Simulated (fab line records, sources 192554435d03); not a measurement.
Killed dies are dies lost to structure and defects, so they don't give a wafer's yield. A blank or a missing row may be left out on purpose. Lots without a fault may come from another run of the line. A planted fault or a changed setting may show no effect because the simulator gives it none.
A struck lot beside a sound one | flow n5_finfet | 13 steps out of a route of 1938
Sound: wafers L529.2, L529.3, L529.5. Struck: wafers L525.1, L525.2, L525.6. The cause comes at the end.
At each step with rows: each side's tool, then ch and its chambers, then its first start. Under that, the readings that differ: sound wafers | struck wafers | difference of the means | sigmas: that difference in standard deviations of wafers without a fault.
alike: readings whose means differ by less than 2 such deviations, and words and numbers that are the same on both sides. not compared: withheld readings, readings that some wafer has no value for, bounds like >300 that may hide the same value, and numbers for which the record gives no deviation and whose values overlap.
The two part at a step that has a row with sigmas, a row that says differs or no value, or rows on one side only. Numbers that don't overlap but have no deviation are shown without sigmas and don't part them. A reading that every wafer of one side lacks parts them only if that side has two wafers or more.

N5_GATE_CUT_CMP_23: polishes, stops on SiO2, t overpolish 23.4 s, target thk 16 nm.
  sound on cmp-02 ch 0,2,3, day 9 20:08; struck on cmp-01 ch 0,3, day 10 10:59
  alike: motor_current_A, overpolish_run_s, slurry_filter_dp_kPa, time_to_endpoint_s
N5_GATE_CUT_THK_MEAS_24:
  sound on film_metro-02, day 9 20:22; struck on film_metro-01, day 10 11:17
  alike: GC_FILL_THK
N5_GATE_CUT_CMP_43: polishes SiO2.
  sound on cmp-03 ch 0,3, day 9 20:23; struck on cmp-03 ch 0,1,3, day 10 11:18
  alike: motor_current_A, slurry_filter_dp_kPa
N5_GATE_CUT_CMP_61: polishes, stops on SiNx, t overpolish 3 s.
  sound on cmp-03 ch 0,3, day 9 20:52; struck on cmp-03 ch 0,1,3, day 10 11:47
  alike: motor_current_A, slurry_filter_dp_kPa
N5_GATE_CUT_INSPECT_26: inspects for defects (darkfield).
  sound on defect_inspect-01, day 9 21:06; struck on defect_inspect-02, day 10 12:01
  alike: raw_defect_count
then, 6 steps without rows for these wafers: N5_MOL_CONTACT_COAG_COAT_103 (time 60 s, resist thk 80 nm); N5_MOL_CONTACT_COAG_COAT_104 (time 60 s, resist thk 12 nm); N5_MOL_CONTACT_COAG_COAT_58 (time 60 s, resist thk 10 nm); N5_MOL_CONTACT_COAG_COAT_02 (resist thk 30 nm); N5_MOL_CONTACT_COAG_EBR_04; N5_MOL_CONTACT_COAG_SOFTBAKE_03 (time 60 s).
N5_MOL_CONTACT_COAG_EXPOSE_05: exposes mask CA, defocus 0 nm.
  sound on euv_scanner-02 ch 0, day 9 21:24; struck on euv_scanner-02, day 10 12:11
  no value came back on the struck wafers for exposure_dose_mJ_cm2, focus_offset_nm (nm); on the sound wafers exposure_dose_mJ_cm2 reads 38.22 38.22 38.21
  alike: mask
then, 1 step without rows for these wafers: N5_MOL_CONTACT_COAG_PEB_06 (peb time 60 s).

WHERE THEY PART
Only at N5_MOL_CONTACT_COAG_EXPOSE_05, within this record.

WHY: what the simulator had put in
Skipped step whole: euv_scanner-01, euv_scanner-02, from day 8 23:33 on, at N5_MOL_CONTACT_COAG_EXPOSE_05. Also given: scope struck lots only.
